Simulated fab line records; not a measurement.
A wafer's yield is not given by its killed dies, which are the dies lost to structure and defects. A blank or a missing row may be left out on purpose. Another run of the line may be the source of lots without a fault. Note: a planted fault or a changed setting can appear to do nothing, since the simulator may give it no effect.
A lot that was struck, set against a sound lot	flow nand harc	15 steps out of a route of 1159
Sound: wafers L495.1, L495.3, L495.4. Wafers struck: L499.2, L499.4, L499.6. The cause is given at the end.
For every step that has rows: the tool of each side, followed by ch and its chambers, followed by its first start. Under that, the readings that differ: sound wafers	struck wafers	difference of the means	sigmas: that difference in standard deviations of wafers without a fault.
alike: same words and numbers on both sides, and readings whose means sit less than 2 such deviations apart. not compared: any withheld reading, any reading some wafer has no value for, any bound like >300 that may hide the same value, and any number with overlapping values for which the record gives no deviation.
Wherever a step has rows on one side only, a row that says differs or no value, or a row with sigmas, the two part there. When numbers do not overlap yet have no deviation, they are printed without sigmas and do not part them. A reading missing from all wafers of one side parts the sides only when that side holds two or more wafers.

NHARC_P_M2_INSPECT_11:
  sound on defect inspect-01 at day 7 23:50; struck on defect inspect-01 at day 9 12:53
  alike: raw defect count
NHARC_P_M2_DESCUM_14: chemistry O2, time 3 s.
  sound on rie diel-11 ch 0,1,3, day 7 23:54; struck on rie diel-11 ch 0,2,3, day 9 12:56
  alike: drypump motor current A, oes product au, rf vpp V, showerhead plenum p Torr, throttle valve pct
  not compared: rf hours counter h
NHARC_P_M2_ETCH_35: etches the open film in N2/H2, target depth 40 nm, overetch 12 nm, time 43.94 s.
  sound on rie diel-11 ch 1,2,3, day 7 23:59; struck on rie diel-11 ch 0,1,3, day 9 13:02
  alike: drypump motor current A, oes product au, rf vpp V, showerhead plenum p Torr, throttle valve pct
  not compared: rf hours counter h
then, 1 step without rows for these wafers: NHARC_P_M2_ETCH_15 (etches the open film in C4F8/Ar, target depth 182.5 nm, time 91.2 s).
NHARC_P_M2_CD_MEAS_16:
  sound on cd sem-03 at day 8 00:41; struck on cd sem-03 at day 9 13:16
  alike: cd nm
NHARC_P_M2_STRIP_18: strips in N2/H2.
  sound on rie diel-11 ch 1,2, day 8 00:47; struck on rie diel-11 ch 1,3, day 9 13:22
  alike: drypump motor current A, oes product au, rf vpp V, showerhead plenum p Torr, throttle valve pct
  not compared: rf hours counter h
then, 2 steps without rows for these wafers: NHARC_P_M2_ETCH_28 (etches the open film in CF4/N2, target depth 30 nm, time 72.99 s); NHARC_P_M2_STRIP_19 (strips in post etch residue remover, time 600 s).
NHARC_P_M2_DEGAS_29: time 60 s.
  sound on pvd sputter-03 at day 8 01:28; struck on pvd sputter-03 at day 9 13:59
  alike: heater power w
then, 3 steps without rows for these wafers: NHARC_P_M2_PRE_CLEAN_30 (time 30 s); NHARC_P_M2_PVD_20 (deposits TaN, target thk 5 nm, time 8.06 s); NHARC_P_M2_PVD_21 (deposits Cu, target thk 30 nm, time 20.49 s).
NHARC_P_M2_ECD_22: material Cu, target thk 400 nm.
  sound on ecd cu-02 ch 0,1, day 8 01:52; struck on ecd cu-02 ch 0,1, day 9 14:20
NHARC_P_M2_ANNEAL_31: time 90 s.
  sound on rtp anneal-02 ch 0, day 8 02:12; struck on rtp anneal-02 ch 0, day 9 14:46
  alike: anneal temp c, anneal temp c max, wafer_temp_C_max
NHARC_P_M2_CMP_23: polishes, t overpolish 20 s, target thk 144.3 nm.
  sound on cmp-03 ch 0,2,3, day 8 02:35; struck on cmp-03 ch 0,1, day 9 15:04
reading	sound	struck	difference	sigmas
time to endpoint s (s)	26 24 30	19 14 17	-10	-3
  alike: edge zone pressure frac, motor current A

== WHERE THEY PART ==
Within this record, at NHARC_P_M2_CMP_23 only.

WHY: what the simulator had put in
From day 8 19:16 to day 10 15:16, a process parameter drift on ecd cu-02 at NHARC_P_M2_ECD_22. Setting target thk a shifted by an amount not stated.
